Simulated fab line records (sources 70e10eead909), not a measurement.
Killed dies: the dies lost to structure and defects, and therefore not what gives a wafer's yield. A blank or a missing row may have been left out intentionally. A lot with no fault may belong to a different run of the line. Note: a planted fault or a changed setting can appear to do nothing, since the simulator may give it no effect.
fab line records	flow nandHarc
record lots=13	wafers=39	lastDay=24
route steps=1159 shown A_SLIT@792 A_WL_FILL@809 END@1159
lots with no fault: from the same line, run without faults
startH: start of the lot's first displayed wafer, in hours after the record's first day	waitH: how many hours have passed since the lot's step before this one	" identical to the entry in the row above	L1.1+2: a single row standing in for several wafers	- no value present, or no start provided	* or withheld: withheld	< > ~ a bound
route shown NAME@n: NAME is a module with steps in the file, n the number in the route of the first one	usual: average and standard deviation across the fault-free wafers	same: alike in all rows	chamber/n: place in a boat	sites: per-site readings	_std_site: the standard deviation of these	_edge_site: outer sites' mean less inner sites'	radiusMm: for every site, how far away it sits from the centre of the wafer	mask NAME#n: copy n	behind: the tool/chamber that last shaped the wafer	hold: why the lot went on hold/how many hours it stayed there/how the hold came to an end	device: whichever transistor did not switch (one of n, p or np)	end of line: tests of these same wafers at the route's end	a step given without rows: its recipe and nothing more	killed: dies that structure and defects cost at the first sort, which is not the same as the wafer's yield	map: a wafer's dies, marking killed ones x, the rest . and places with no die _
set.NAME: the setting the step ran with; set.NAME@STEP: the setting that earlier step ran with	model.NAME: the simulator's own value behind a step, which no gauge read
steps of the route over a sample of lots; a table a step, a row a wafer
services: a tool's chamber out of use, with start hour (startH, from the record's first day; less than 0 if before it), hours out, and reason
## steps
# step NHARC_A_SLIT_INSPECT_11
# usual rawDefectCount=21/9.2
lot.wafer	tool	chamber	startH	waitH	rawDefectCount
L651.1	defectInspect-01	-	310.51	0.0	21
L651.5	"	-	"	"	21
L651.6	"	-	"	"	19
L652.1	defectInspect-01	-	334.45	0.0	10
L652.3	"	-	"	"	8
L652.6	"	-	"	"	7
L654.1	defectInspect-02	-	336.39	0.0	30
L654.4	"	-	"	"	20
L654.6	"	-	"	"	15
L656.1	defectInspect-01	-	346.49	0.0	12
L656.2	"	-	"	"	14
L656.6	"	-	"	"	8
L659.1	defectInspect-02	-	367.99	0.0	16
L659.4	"	-	"	"	23
L659.6	"	-	"	"	14
L658.2	defectInspect-02	-	372.40	0.0	34
L658.3	"	-	"	"	25
L658.6	"	-	"	"	25
L666.1	defectInspect-01	-	402.32	0.0	27
L666.4	"	-	"	"	33
L666.6	"	-	"	"	23
L665.2	defectInspect-02	-	402.50	0.0	26
L665.3	"	-	"	"	36
L665.6	"	-	"	"	31
L668.4	defectInspect-02	-	413.18	0.0	15
L668.5	"	-	"	"	16
L668.6	"	-	"	"	17
L670.2	defectInspect-02	-	426.35	0.0	40
L670.3	"	-	"	"	39
L670.4	"	-	"	"	34
L669.3	defectInspect-01	-	426.60	0.0	16
L669.4	"	-	"	"	16
L669.6	"	-	"	"	16
L672.1	defectInspect-02	-	441.21	0.0	31
L672.3	"	-	"	"	35
L672.6	"	-	"	"	38
L674.3	defectInspect-02	-	459.58	0.0	20
L674.4	"	-	"	"	18
L674.6	"	-	"	"	15
# step NHARC_A_SLIT_STRIP_18
# recipe o2FlowSccm=500	arFlowSccm=0	biasW=0	chemistry=O2
# usual drypumpMotorCurrentA=5.7/0.47	oesProductAu=0.998/0.012	rfVppV=57.9/0.86	showerheadPlenumPTorr=3.58/0.1	throttleValvePct=17.037/0.0097
lot.wafer	tool	chamber	startH	waitH	drypumpMotorCurrentA	oesProductAu	rfHoursCounterH	rfVppV	showerheadPlenumPTorr	throttleValvePct
L651.1	rieDiel-10	3	-	-	6.1	1.000	12	59.0	3.66	17.042
L651.6	"	0	"	"	5.6	0.987	-	57.0	3.53	17.043
L651.5	"	1	"	"	6.5	0.994	-	57.7	3.47	17.042
L652.1	rieDiel-12	0	-	-	5.0	1.007	10	57.7	3.66	17.041
L652.3	"	2	"	"	5.5	0.995	10	58.5	3.71	17.050
L652.6	"	0	"	"	4.9	1.016	-	58.7	3.66	17.058
L654.4	rieDiel-02	3	-	-	6.0	1.005	0	57.8	3.45	17.038
L654.1	"	0	"	"	5.5	1.027	0	58.7	3.55	17.041
L654.6	"	3	"	"	6.0	1.006	-	57.5	3.45	17.032
L656.2	rieDiel-10	0	-	-	5.6	1.006	14	57.8	3.53	17.039
L656.1	"	2	"	"	5.7	0.997	8	57.8	3.35	17.055
L656.6	"	0	"	"	5.6	1.002	-	58.2	3.53	17.039
L659.4	rieDiel-02	1	-	-	6.2	0.985	1	59.0	3.65	17.044
L659.1	"	3	"	"	6.0	0.994	2	57.4	3.45	17.039
L659.6	"	2	"	"	6.1	1.000	-	57.6	3.68	17.032
L658.2	rieDiel-10	3	-	-	6.1	0.977	1	57.4	3.66	17.046
L658.3	"	0	"	"	5.6	1.000	1	57.2	3.53	17.022
L658.6	"	1	"	"	6.5	1.019	-	58.1	3.47	17.057
L666.4	rieDiel-10	3	-	-	6.1	0.972	3	56.9	3.66	17.036
L666.1	"	2	"	"	5.8	0.997	4	55.7	3.35	17.045
L666.6	"	0	"	"	5.6	0.991	-	58.1	3.53	17.035
L665.2	rieDiel-02	2	-	-	6.1	1.003	4	59.0	3.67	17.027
L665.3	"	3	"	"	6.0	0.997	5	55.8	3.45	17.034
L665.6	"	0	"	"	5.5	1.005	-	57.8	3.55	17.036
L668.4	rieDiel-02	0	-	-	5.5	0.994	5	58.8	3.55	17.042
L668.5	"	1	"	"	6.2	0.996	-	57.0	3.65	17.031
L668.6	"	2	"	"	6.1	0.998	-	57.0	3.67	17.012
L670.4	rieDiel-12	3	-	-	5.7	0.995	3	59.9	3.61	17.025
L670.2	"	0	"	"	4.9	1.010	3	59.2	3.65	17.032
L670.3	"	2	"	"	5.4	0.971	3	58.0	3.71	17.021
L669.4	rieDiel-02	3	-	-	6.0	0.997	6	58.0	3.45	17.032
L669.3	"	0	"	"	5.5	0.999	6	58.4	3.55	17.035
L669.6	"	1	"	"	6.2	0.991	-	57.4	3.65	17.046
L672.1	rieDiel-12	0	-	-	5.0	1.016	4	59.1	3.65	17.042
L672.3	"	2	"	"	5.5	0.977	4	57.5	3.71	17.034
L672.6	"	0	"	"	5.0	1.016	-	58.9	3.65	17.040
L674.4	rieDiel-12	2	-	-	5.5	0.970	5	57.4	3.71	17.043
L674.3	"	0	"	"	4.9	1.005	5	59.7	3.65	17.049
L674.6	"	1	"	"	4.9	1.002	-	58.6	3.49	17.042
# step NHARC_A_WL_FILL_ALD_00
# recipe targetThkA=30	pulseTimeS=3	aldCycles=30	tempC=300	material=Al2O3
# usual aldCycles=30/0	heaterPowerOuterW=265/23	heaterPowerW=465/41	precursorPulseHeightRel=0.997/0.019
lot.wafer	tool	chamber	startH	waitH	aldCycles	heaterPowerOuterW	heaterPowerW	precursorPulseHeightRel
L651.1	aldHk-03	0	321.63	0.1	30	250	437	0.987
L651.5	"	2	"	"	30	256	449	1.000
L651.6	"	3	"	"	30	267	467	1.034
L652.3	aldHk-02	2	346.54	0.1	30	284	506	0.996
L652.1	"	0	"	"	30	275	444	0.961
L652.6	"	2	"	"	30	277	502	1.010
L654.4	aldHk-04	1	346.56	0.1	-	-	-	-
L654.1	"	0	"	"	-	-	-	-
L654.6	"	1	"	"	-	-	-	-
L656.1	aldHk-02	1	358.24	0.1	-	-	-	-
L656.2	"	3	"	"	-	-	-	-
L656.6	"	1	"	"	-	-	-	-
L659.1	aldHk-03	2	379.29	0.1	30	235	422	1.007
L659.4	"	3	"	"	30	254	465	0.983
L659.6	"	1	"	"	30	276	503	0.986
L658.3	aldHk-02	0	383.80	0.2	30	273	428	1.011
L658.2	"	2	"	"	30	277	501	1.020
L658.6	"	3	"	"	30	286	491	0.977
L665.3	aldHk-04	2	413.74	0.2	30	244	419	1.004
L665.2	"	0	"	"	30	289	539	0.993
L665.6	"	3	"	"	30	213	396	0.976
L666.1	aldHk-03	1	413.76	0.2	30	284	500	0.994
L666.4	"	2	"	"	30	236	421	1.003
L666.6	"	0	"	"	30	236	410	1.061
L668.4	aldHk-02	1	424.63	0.3	30	295	489	1.012
L668.5	"	0	"	"	30	276	434	0.988
L668.6	"	1	"	"	30	288	490	1.017
L670.3	aldHk-02	2	438.69	1.2	30	280	502	1.003
L670.2	"	0	"	"	30	275	438	0.978
L670.4	"	1	"	"	30	295	488	1.001
L669.4	aldHk-02	2	438.88	1.4	30	280	496	1.001
L669.3	"	0	"	"	30	280	440	0.957
L669.6	"	1	"	"	30	292	491	1.014
L672.1	aldHk-03	2	452.48	0.1	30	246	423	0.980
L672.3	"	3	"	"	30	261	465	1.030
L672.6	"	1	"	"	30	286	504	1.008
L674.3	aldHk-04	1	470.64	0.1	30	256	482	0.994
L674.4	"	2	"	"	30	244	425	0.967
L674.6	"	2	"	"	30	245	421	1.017
# step NHARC_A_WL_FILL_ALD_02
# recipe targetThkA=20	pulseTimeS=3	aldCycles=100	tempC=450	material=TiN
# usual heaterPowerOuterW=718/78	heaterPowerW=1126/110	precursorPulseHeightRel=0.998/0.02
# same aldCycles=100
lot.wafer	tool	chamber	startH	waitH	heaterPowerOuterW	heaterPowerW	precursorPulseHeightRel
L651.1	aldMetal-02	0	322.17	0.3	701	1042	0.997
L651.5	"	1	"	"	737	1156	0.954
L651.6	"	2	"	"	812	1169	1.002
L652.3	aldMetal-04	1	346.98	0.1	807	1183	1.002
L652.1	"	0	"	"	631	997	1.010
L652.6	"	1	"	"	810	1208	1.030
L654.1	aldMetal-02	2	347.19	0.2	836	1165	0.994
L654.4	"	3	"	"	753	1157	0.953
L654.6	"	2	"	"	833	1168	0.976
L656.2	aldMetal-04	0	358.69	0.2	625	1035	0.971
L656.1	"	2	"	"	661	1073	1.039
L656.6	"	1	"	"	803	1231	1.014
L659.1	aldMetal-04	3	379.74	0.2	599	883	1.016
L659.4	"	2	"	"	664	1082	1.004
L659.6	"	3	"	"	590	920	1.007
L658.2	aldMetal-03	2	384.25	0.2	822	1408	0.977
L658.3	"	0	"	"	630	1079	0.981
L658.6	"	3	"	"	784	1207	0.999
L665.3	aldMetal-02	2	414.41	0.1	819	1166	0.960
L665.2	"	1	"	"	778	1221	1.006
L665.6	"	2	"	"	810	1182	0.987
L666.1	aldMetal-03	0	414.63	0.2	644	1049	1.012
L666.4	"	2	"	"	803	1435	0.967
L666.6	"	0	"	"	644	1080	1.016
L668.4	aldMetal-03	1	425.15	0.2	691	1132	0.999
L668.5	"	3	"	"	792	1197	1.023
L668.6	"	0	"	"	628	1039	1.023
L670.2	aldMetal-02	2	439.16	0.2	813	1168	0.994
L670.3	"	3	"	"	730	1149	0.980
L670.4	"	0	"	"	669	1086	0.985
L669.3	aldMetal-03	1	439.55	0.2	692	1188	0.986
L669.4	"	3	"	"	783	1216	1.019
L669.6	"	1	"	"	698	1176	0.995
L672.1	aldMetal-02	1	452.98	0.2	778	1206	1.008
L672.3	"	3	"	"	717	1134	1.016
L672.6	"	1	"	"	790	1194	0.972
L674.4	aldMetal-02	3	471.34	0.1	720	1150	0.990
L674.3	"	0	"	"	678	1032	0.992
L674.6	"	3	"	"	750	1167	1.040
# step NHARC_END_SORT_01
# recipe tempC=25
# usual killedAtArray=28/10	killedAtOther=0.6/1.1	killedAtPeriphery=3.6/2.6	killedDies=32/10	killedOpen=3.3/1.8	killedShort=1.9/1.4
# same grossDies=677
lot.wafer	tool	chamber	startH	waitH	killedAtArray	killedAtOther	killedAtPeriphery	killedDies	killedOpen	killedShort
L654.1	prober-02	0	449.36	2.5	670	0	7	677	5	2
L654.4	prober-02	0	451.79	3.4	674	0	3	677	2	2
L654.6	prober-02	0	453.41	4.1	673	1	3	677	4	2
L656.1	prober-02	0	457.26	2.5	675	0	2	677	2	1
L656.2	prober-02	0	458.06	2.8	674	0	3	677	5	0
L656.6	prober-02	0	461.25	4.0	674	0	3	677	3	1
# killed by level:class
L654.1 A_WL_FILL:areaAld=640 A_CHANNEL_HOLE_D1:chamberFilmFlake=14 A_STAIRCASE:chamberFilmFlake=6 P_GATE:geometricParticle:open=3 A_WL_FILL:chamberFilmFlake=3 P_GATE:chamberFilmFlake=2 A_SLIT:chamberFilmFlake=2 A_CONTACT:chamberFilmFlake=2
L654.4 A_WL_FILL:areaAld=653 A_CHANNEL_HOLE_D1:chamberFilmFlake=12 A_STAIRCASE:chamberFilmFlake=3 P_STI:chamberFilmFlake=2 A_CONTACT:chamberFilmFlake=2 P_CONTACT:geometricParticle:open=1 A_CONTACT:geometricParticle:open=1 A_BLC:geometricParticle:short=1
L654.6 A_WL_FILL:areaAld=651 A_CHANNEL_HOLE_D1:chamberFilmFlake=12 P_GATE:chamberFilmFlake=3 A_M0:geometricParticle:open=2 A_CONTACT:chamberFilmFlake=2 A_WL_FILL:geometricParticle:short=1 A_CONTACT:geometricParticle:open=1 A_BONDPAD:geometricParticle:open=1
L656.1 A_WL_FILL:areaAld=645 A_SLIT:chamberFilmFlake=16 A_CONTACT:chamberFilmFlake=5 A_ZERO_WELL:chamberFilmFlake=3 A_CHANNEL_HOLE_D1:chamberFilmFlake=2 P_CONTACT:geometricParticle:open=1 A_CHANNEL_HOLE_D1:geometricParticle:short=1 A_CHANNEL_HOLE_D1:geometricParticle:open=1
L656.2 A_WL_FILL:areaAld=648 A_SLIT:chamberFilmFlake=12 A_CONTACT:chamberFilmFlake=4 A_STAIRCASE:chamberFilmFlake=2 A_SGD_CUT:chamberFilmFlake=2 P_M0:geometricParticle:open=1 A_ONON_D1:geometricParticle:open=1 A_CHANNEL_FILL_D1:geometricParticle:open=1
L656.6 A_WL_FILL:areaAld=652 A_SLIT:chamberFilmFlake=15 P_CONTACT:geometricParticle:open=1 A_SGD_CUT:geometricParticle:open=1 A_WL_FILL:geometricParticle:short=1 A_M0:geometricParticle:open=1 P_ZERO_WELL:chamberFilmFlake=1 P_STI:chamberFilmFlake=1
## services
tool	chamber	startH	hours	kind
aldHk-02	0	292.78	-	clean
aldHk-02	1	292.78	-	clean
aldHk-02	2	292.78	-	clean
aldHk-02	3	292.78	-	clean
rieDiel-02	0	303.22	1.9	repair
rieDiel-10	0	305.77	8.5	repair
rieDiel-12	-	312.63	0.4	repair
rieDiel-10	3	316.29	3.0	repair
aldHk-03	-	322.00	10.0	pm
aldMetal-03	-	322.00	10.0	pm
aldHk-02	-	326.18	1.1	repair
rieDiel-02	-	328.14	9.0	pm
rieDiel-10	-	333.17	0.3	repair
rieDiel-10	-	353.50	9.0	pm
rieDiel-12	3	359.54	4.2	repair
aldMetal-02	-	364.09	10.0	pm
rieDiel-12	-	379.47	9.0	pm
rieDiel-10	1	391.33	5.2	repair
aldMetal-04	-	406.00	10.0	pm
aldMetal-04	0	429.78	7.1	repair
rieDiel-12	-	433.03	2.9	repair
aldMetal-02	-	440.22	0.7	repair
aldHk-02	-	460.78	10.0	pm
aldMetal-03	1	461.67	11.6	repair
## key
firstSign step=NHARC_A_WL_FILL_ALD_00	reading=toolRecord	direction=missing
effect step=NHARC_END_SORT_01	reading=killedAtArray	direction=up	sigmas=63	usual=28	struck=673
moreKillsBornAt NHARC_A_WL_FILL_ALD_00@aldHk-02=1945	NHARC_A_WL_FILL_ALD_00@aldHk-04=1944
metAt NHARC_A_WL_FILL_ALD_00
struckLots L654,L656
laterRowsLeftOut L654.1,L654.4,L654.6,L656.1,L656.2,L656.6
testerLeftOut L654,L656
notActingAt NHARC_A_SLIT_INSPECT_11,NHARC_A_SLIT_STRIP_18,NHARC_A_WL_FILL_ALD_02
fault kind=skippedStepWhole	tool=aldHk-02,aldHk-04	chamber=-	onsetH=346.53	steps=NHARC_A_WL_FILL_ALD_00	scope=struckLotsOnly
# testerLeftOut: of these lots the tester's yield and bins aren't shown, on N5 and GAA mostly nor the transistor test; their killed dies are dies lost to structure and defects alone, not to doping, threshold or leakage, so they don't give the yield
# laterRowsLeftOut: the simulator's readings of these wafers behind a module that went badly wrong aren't trusted and aren't shown, but for the sort
